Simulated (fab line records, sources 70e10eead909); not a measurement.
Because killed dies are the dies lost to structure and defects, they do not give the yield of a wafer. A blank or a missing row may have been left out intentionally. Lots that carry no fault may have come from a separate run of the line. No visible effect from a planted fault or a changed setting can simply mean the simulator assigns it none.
Which of the tools did it? | flow nand_harc | 15 lots (45 wafers sampled), 1 step of a 1302-step route

== WHAT EACH GAUGE READ, for each wafer ==
NHARC_P_GATE_CD_MEAS_46: the cd target is 720 nm. Usual: 719.8 nm for cd_nm, sd 1.4.
lot  | measured     | on        | cd_nm (nm)        | flag
L232 | day 5 10:26  | cd_sem-02 | 720.8 719.1 719.5 |
L233 | day 5 23:48  | cd_sem-03 | 717.8 717.4 719.4 |
L234 | day 6 10:50  | cd_sem-03 | 722.3 720.4 720.3 |
L236 | day 7 08:35  | cd_sem-03 | 719.7 720.5 719.2 |
L238 | day 8 02:08  | cd_sem-02 | 718.3 718.0 717.7 |
L239 | day 8 12:11  | cd_sem-01 | 719.1 719.2 720.5 |
L240 | day 9 04:01  | cd_sem-03 | 720.6 719.4 719.9 |
L246 | day 11 14:13 | cd_sem-02 | 718.7 719.7 716.5 |
L247 | day 11 20:00 | cd_sem-02 | 721.8 719.6 721.2 |
L248 | day 12 07:44 | cd_sem-02 | 719.7 719.9 720.7 |
L249 | day 12 18:59 | cd_sem-03 | 719.9 721.3 719.5 |
L253 | day 14 04:50 | cd_sem-01 | 720.3 721.1 718.8 |
L252 | day 14 06:08 | cd_sem-02 | 720.5 721.6 723.1 |
L254 | day 14 20:01 | cd_sem-03 | 719.6 720.4 720.0 |
L255 | day 15 12:08 | cd_sem-02 | 721.1 720.0 721.5 |

== TOOL THAT RAN EACH LOT (tool first, then ch and the chambers of the sampled wafers, then the start) ==
Before these readings, the record contains no process step.

== WHAT THE TOOLS THEMSELVES READ (means of the sampled wafers that have a number; where no wafer has one, the mark that the record gives instead) ==
The record holds no such reading with a usual standard deviation.

== THE ANSWER, worked out from the rows above alone ==
Rule: a lot is off if the mean of its wafers that have a number lies more than 3 standard deviations from the usual mean. Also off: a lot with no number at a reading for which 4 or more lots have one. The other lots that the step has rows for count as sound. First the gauges in route order, then the tools' own readings, where a lot's mean is used as printed above. At the first step where some lot is off, the reading lying furthest off is the one used; lots without a number count as furthest.
Across all readings shown, no lot is off: no conclusion can be drawn from this.

== WHAT THE SIMULATOR PUT IN ==
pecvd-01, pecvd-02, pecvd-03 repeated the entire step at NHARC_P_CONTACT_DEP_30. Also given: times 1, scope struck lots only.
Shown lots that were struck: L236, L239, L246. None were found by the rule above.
